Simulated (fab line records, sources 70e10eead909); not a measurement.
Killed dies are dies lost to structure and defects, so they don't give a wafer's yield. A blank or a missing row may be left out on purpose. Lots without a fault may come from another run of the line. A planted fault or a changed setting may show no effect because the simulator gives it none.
Problem report in the 8D (eight disciplines) form, filled by code | flow nand_harc | the parts of the form that need people (team, actions taken, sign-off) are left out

1. THE PROBLEM
run_length_s at NHARC_A_STAIRCASE_TRIM_196 reads a mean of 301.9 s on 1 wafer of 1 lot; wafers without a fault read 232.4 s with a standard deviation of 0.5. That is +99 or more standard deviations from the usual mean.
The step: chemistry O2, time 211.2 s.
First seen on wafer L325.1, day 14 19:07, on rie_diel-01. The record holds 39 wafers of 13 lots with a number at this step. Rule for "out", or "out of limits": more than 4 standard deviations from the usual mean. The other wafers with a number count as sound.

2. WHAT IT IS AND WHAT IT IS NOT
question                    | is                | is not
which readings at this step | run_length_s      | chamber_pressure_mTorr, drypump_motor_current_A, mfc_ar_sccm, oes_product_au, rf_vpp_V, showerhead_plenum_p_Torr, throttle_valve_pct
which lots                  | L325              | L310, L311, L313, L314, L315, L316, L317, L318, L319, L324, L331, L332
which wafers of those lots  | L325.1            | L325.3, L325.6
read on which tools         | rie_diel-01       | rie_diel-12, rie_diel-13
when                        | from day 14 19:07 | up to then (32 sound wafers); but 6 sound wafers of L331, L332 came after

3. SUSPECTS, AND WHAT RULES EACH OUT
Counting: a tool at a process step up to the reading stays a suspect if it ran every lot that is out. Sound lots after the first of them don't rule it out here, since some wafers of a struck lot are sound.
- rie_diel-01 at NHARC_A_STAIRCASE_TRIM_189 (chemistry O2, time 211.2 s): kept. It ran the lot that is out, L325 (day 14 19:07); its last sound lot up to then is L318 (day 12 17:38). NHARC_A_STAIRCASE_TRIM_189 gives no start for some lots, so the hours and the order of its lots are those of NHARC_A_STAIRCASE_TRIM_196.
- rie_diel-01 at NHARC_A_STAIRCASE_ETCH_190 (etches the open film in C4F8/O2, target depth 100 nm, time 40.5 s): kept. It ran the lot that is out, L325 (day 14 19:07); its last sound lot up to then is L318 (day 12 17:38). NHARC_A_STAIRCASE_ETCH_190 gives no start for some lots, so the hours and the order of its lots are those of NHARC_A_STAIRCASE_TRIM_196.
- rie_diel-01 at NHARC_A_STAIRCASE_TRIM_196 (chemistry O2, time 211.2 s): kept. It ran the lot that is out, L325 (day 14 19:07); its last sound lot up to then is L319 (day 13 14:40). Its own readings are out on those wafers: run_length_s.
- Within rie_diel-01 at NHARC_A_STAIRCASE_TRIM_189: the wafers that are out ran in chamber 1; their sound lot-mates ran in chamber 0.
- Within rie_diel-01 at NHARC_A_STAIRCASE_ETCH_190: the wafers that are out ran in chamber 1; their sound lot-mates ran in chambers 0, 3.
Left after counting: rie_diel-01 at NHARC_A_STAIRCASE_TRIM_189, rie_diel-01 at NHARC_A_STAIRCASE_ETCH_190, rie_diel-01 at NHARC_A_STAIRCASE_TRIM_196.

4. THE CAUSE (what the simulator had put in)
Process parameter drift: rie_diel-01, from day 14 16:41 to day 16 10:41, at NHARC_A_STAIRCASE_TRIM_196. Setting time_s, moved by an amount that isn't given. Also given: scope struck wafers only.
Counting left 3 suspects, and this tool is among them.

5. THE CHAIN OF EFFECTS, in route order
Each row: a reading whose mean over the struck wafers that have a number lies more than 3 standard deviations from the usual. Only readings for which the record gives a usual standard deviation are gone through. hours: the time from each lot's start at the first step in this table that gives one to its start at this step, as a median over the lots. sigmas: the change in usual standard deviations.
hours | step                       | reading      | usual   | on struck wafers | change | sigmas
0     | NHARC_A_STAIRCASE_TRIM_196 | run_length_s | 232.4 s | 301.9            | +69.5  | +99 or more
The process steps in it:
- NHARC_A_STAIRCASE_TRIM_196: chemistry O2, time 211.2 s.

6. WHAT WOULD HAVE CAUGHT IT SOONER
In this record the first reading out of limits was taken at day 14 19:07, 2 hours after the fault began at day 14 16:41.
